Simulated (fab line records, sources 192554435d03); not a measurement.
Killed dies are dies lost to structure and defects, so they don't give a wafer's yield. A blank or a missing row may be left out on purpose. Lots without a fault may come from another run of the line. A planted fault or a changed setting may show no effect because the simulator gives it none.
Chamber matching | flow n5_finfet | N5_BEOL_M0_SAQP_SPACER2_ETCHBACK_27 on rie_diel-03: 3 sister chambers
The step etches SiO2 in CHF3/O2, target depth 22.5 nm, time 11.25 s. 18 wafers are shown with their chamber, then 8 later ones without.

WAFERS WITH THEIR CHAMBER
wafer  | chamber | drypump_motor_current_A (A) | oes_product_au (a.u.) | oes_o_777_au (a.u.)
L074.2 | 3       | 5.6                         | 0.72                  | 0.71
L074.3 | 1       | 6.0                         | 0.93                  | 0.92
L074.5 | 0       | 6.3                         | 0.75                  | 0.75
L076.2 | 3       | 5.6                         | 0.71                  | 0.71
L076.4 | 1       | 6.1                         | 0.91                  | 0.92
L076.5 | 0       | 6.3                         | 0.74                  | 0.74
L081.1 | 0       | 6.4                         | 0.74                  | 0.74
L081.2 | 1       | 6.0                         | 0.90                  | 0.89
L081.5 | 0       | 6.4                         | 0.73                  | 0.73
L082.1 | 0       | 6.4                         | 0.73                  | 0.74
L082.3 | 1       | 6.1                         | 0.90                  | 0.89
L082.4 | 3       | 5.6                         | 0.71                  | 0.70
L087.3 | 3       | 5.6                         | 0.70                  | 0.70
L087.5 | 1       | 6.1                         | 0.89                  | 0.88
L087.6 | 0       | 6.3                         | 0.73                  | 0.74
L090.1 | 1       | 6.0                         | 0.88                  | 0.87
L090.2 | 3       | 5.6                         | 0.70                  | 0.70
L090.4 | 0       | 6.4                         | 0.73                  | 0.73

SIGNATURES (means of the wafers above)
reading                 | chamber 0 | chamber 1 | chamber 3 | scatter within a chamber
drypump_motor_current_A | 6.357     | 6.050     | 5.600     | 0.0463
oes_product_au          | 0.7357    | 0.9017    | 0.7080    | 0.0119
oes_o_777_au            | 0.7386    | 0.8950    | 0.7040    | 0.0131
Rule: a wafer's distance from a chamber is the root of the sum, over the readings, of the square of ((its reading less the chamber's mean) divided by the reading's scatter). The wafer belongs to the nearest chamber; if the next one is less than 2 further off, it can't be placed. The scatter: the root of (the sum of the squares of (reading less its chamber's mean) over the shown wafers, divided by (wafers less chambers)).

WAFERS WITHOUT THEIR CHAMBER
wafer  | drypump_motor_current_A (A) | oes_product_au (a.u.) | oes_o_777_au (a.u.)
L092.1 | 6.4                         | 0.72                  | 0.73
L092.6 | 6.0                         | 0.87                  | 0.87
L095.1 | 6.4                         | 0.72                  | 0.72
L095.2 | 6.1                         | 0.86                  | 0.85
L095.5 | 5.6                         | 0.69                  | 0.68
L097.2 | 6.1                         | 0.86                  | 0.85
L097.5 | 5.6                         | 0.69                  | 0.68
L097.6 | 6.4                         | 0.71                  | 0.72

WHICH CHAMBER EACH WENT THROUGH
wafer  | from the rows above | in truth
L092.1 | 0                   | 0
L092.6 | 1                   | 1
L095.1 | 0                   | 0
L095.2 | 1                   | 1
L095.5 | 3                   | 3
L097.2 | 1                   | 1
L097.5 | 3                   | 3
L097.6 | 0                   | 0
Placed correctly: 8 of 8. Can't be placed from these rows: 0. Placed wrongly: 0.
